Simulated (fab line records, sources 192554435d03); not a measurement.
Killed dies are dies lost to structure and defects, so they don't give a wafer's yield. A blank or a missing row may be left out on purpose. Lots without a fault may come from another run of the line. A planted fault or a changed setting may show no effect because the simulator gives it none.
A struck lot beside a sound one | flow n5_finfet | 37 steps out of a route of 1938
Sound: wafers L202.3, L202.4, L202.6. Struck: wafers L201.2, L201.3, L201.4. The cause comes at the end.
At each step with rows: each side's tool, then ch and its chambers, then its first start. Under that, the readings that differ: sound wafers | struck wafers | difference of the means | sigmas: that difference in standard deviations of wafers without a fault.
alike: readings whose means differ by less than 2 such deviations, and words and numbers that are the same on both sides. not compared: withheld readings, readings that some wafer has no value for, bounds like >300 that may hide the same value, and numbers for which the record gives no deviation and whose values overlap.
The two part at a step that has a row with sigmas, a row that says differs or no value, or rows on one side only. Numbers that don't overlap but have no deviation are shown without sigmas and don't part them. A reading that every wafer of one side lacks parts them only if that side has two wafers or more.

first, 9 steps without rows for these wafers: N5_BEOL_M4_ANNEAL_95 (time 240 s); N5_BEOL_M4_SPUTTER_96 (material Cu, target thk 4.5 nm, time 8.29 s); N5_BEOL_M4_ECD_50 (material Cu, target thk 300 nm); N5_BEOL_M4_ANNEAL_51 (time 90 s); N5_BEOL_M4_CMP_52 (polishes, stops on SiOC, t overpolish 6.8 s, target thk 40 nm); N5_BEOL_M4_PRE_CLEAN_60 (time 15 s); N5_BEOL_M4_CO_CAP_55 (material Co, precursor CCTBA/H2, target thk 2 nm, time 102.1 s); N5_BEOL_M4_PRE_CLEAN_56 (time 15 s); N5_BEOL_M4_DEP_57 (deposits SiCN from 3MS/NH3, target thk 8 nm, time 14 s).
N5_BEOL_M4_RC_MEAS_101:
  sound on prober-01 ch 0, day 12 21:48; struck on prober-02 ch 0, day 11 09:50
  reading       | sound          | struck         | difference | sigmas
  DIBL_N (mV/V) | 34.3 42.5 38.5 | 36.3 30.9 31.3 | -5.6       | -3
  alike: DIBL_P, IOFF_N, IOFF_P, ION_N, ION_P, SS_N, SS_P, VT_N, VT_P
then, 24 steps without rows for these wafers: N5_BEOL_M5_ILD_DEP_00 (deposits SiCOH lowk from DEMS/porogen, target thk 140.64 nm, time 25.9 s); N5_BEOL_M5_CURE_79 (cures SiCOH lowk, time 240 s); N5_BEOL_M5_PECVD_70 (deposits SiO2 from TEOS/O2, target thk 16 nm, time 18 s); N5_BEOL_M5_HM_DEP_02 (deposits TiN, target thk 20 nm); N5_BEOL_M5_COAT_59 (time 60 s, resist thk 60 nm); N5_BEOL_M5_COAT_60 (time 60 s, resist thk 12 nm); N5_BEOL_M5_COAT_71 (time 60 s, resist thk 5 nm); N5_BEOL_M5_COAT_05 (resist thk 30 nm); N5_BEOL_M5_EBR_07; N5_BEOL_M5_SOFTBAKE_06 (time 60 s); N5_BEOL_M5_EXPOSE_08 (exposes mask M5, target cd 28 nm); N5_BEOL_M5_PEB_09 (peb time 60 s); N5_BEOL_M5_DEVELOP_10 (develop time 30 s); N5_BEOL_M5_DESCUM_16 (chemistry O2, time 7 s); N5_BEOL_M5_ETCH_72 (etches underlayer in N2/H2, target depth 6.5 nm, time 5.2 s); N5_BEOL_M5_ETCH_61 (etches SiARC in CF4, target depth 15.6 nm, time 26 s); N5_BEOL_M5_ETCH_62 (etches SOC in N2/H2, target depth 75 nm, overetch 15 nm, time 112.5 s); N5_BEOL_M5_STRIP_63 (strips in N2/H2); N5_BEOL_M5_STRIP_73 (strips in N2/H2); N5_BEOL_M5_STRIP_64 (strips in CF4); N5_BEOL_M5_HM_OPEN_17 (chemistry Cl2/BCl3, target TiN, target depth 20 nm, overetch 6 nm); N5_BEOL_M5_STRIP_19 (strips in O2); N5_BEOL_M5_COAT_65 (time 60 s, resist thk 60 nm); N5_BEOL_M5_COAT_66 (time 60 s, resist thk 12 nm).
-- the record jumps here: 4 days lie between the struck wafers' starts before and after (it left off in module BEOL_M5 and takes up again in module BEOL_M15, whose first step shown is number 1809 of the route) --
N5_BEOL_M15_TRENCH_ETCH_34: etches SiO2 in C4F8/O2/Ar, target depth 872.93 nm, time 199 s.
  sound on rie_diel-02 ch 0,1,2, day 16 10:24; struck on rie_diel-04 ch 0,2,3, day 15 04:07
  no value came back on the struck wafers for any of 10 readings (C4F8_flow_sccm (sccm), O2_flow_sccm (sccm) and others); on the sound wafers C4F8_flow_sccm (sccm) reads 15.99 16.07 16.03
  reading                                    | sound             | struck            | difference | sigmas
  model.coat_of_BEOL_M15_COAT_22.thk_nm (nm) | 540.2 542.6 543.6 | 717.6 716.4 714.8 | +174.1     |
  not compared: rf_hours_counter_h
N5_BEOL_M15_CMP_49: polishes, stops on SiO2, t overpolish 4.9 s, target thk 850 nm.
  sound on cmp-01 ch 0,1,2, day 16 20:53; struck on cmp-01 ch 0,1,3, day 15 07:20
  reading                                 | sound             | struck      | difference | sigmas
  model.Cu_of_BEOL_M15_ECD_47.thk_nm (nm) | 852.8 845.6 845.8 | 0.4 0.2 1.6 | -847.3     |
  alike: motor_current_A
N5_PASSIVATION_PROBE_49:
  sound on prober-02, day 17 11:13; struck on prober-01, day 16 02:22
  reading                  | sound          | struck         | difference | sigmas
  defect_limited_yield (%) | 91.7 91.9 93.7 | 0 0 0          | -92        | -54
  killed_at_M4_up          | 15 8 8         | 1099 1130 1104 | +1101      | +99 or more
  killed_dies              | 98 95 74       | 1180 1180 1180 | +1091      | +55
  killed_on_rim            | 19 13 10       | 152 152 152    | +138       | +34
  sort_bin_5_function (%)  | 4.3 5.0 4.2    | 97.3 98.2 96.9 | +93.0      | +85
  sort_n_pass              | 1082 1071 1106 | 0 0 0          | -1086      | -52
  sort_yield_pct (%)       | 91.7 90.8 93.7 | 0 0 0          | -92        | -54
  alike: killed_at_M0_to_M3, killed_at_contacts, killed_at_front_end, killed_at_other, killed_open, killed_short, sort_bin_4_leakage, sort_bin_6_memory, sort_bin_8_speed

WHERE THEY PART
First at N5_BEOL_M4_RC_MEAS_101; last, within this record, at N5_PASSIVATION_PROBE_49.

WHY: what the simulator had put in
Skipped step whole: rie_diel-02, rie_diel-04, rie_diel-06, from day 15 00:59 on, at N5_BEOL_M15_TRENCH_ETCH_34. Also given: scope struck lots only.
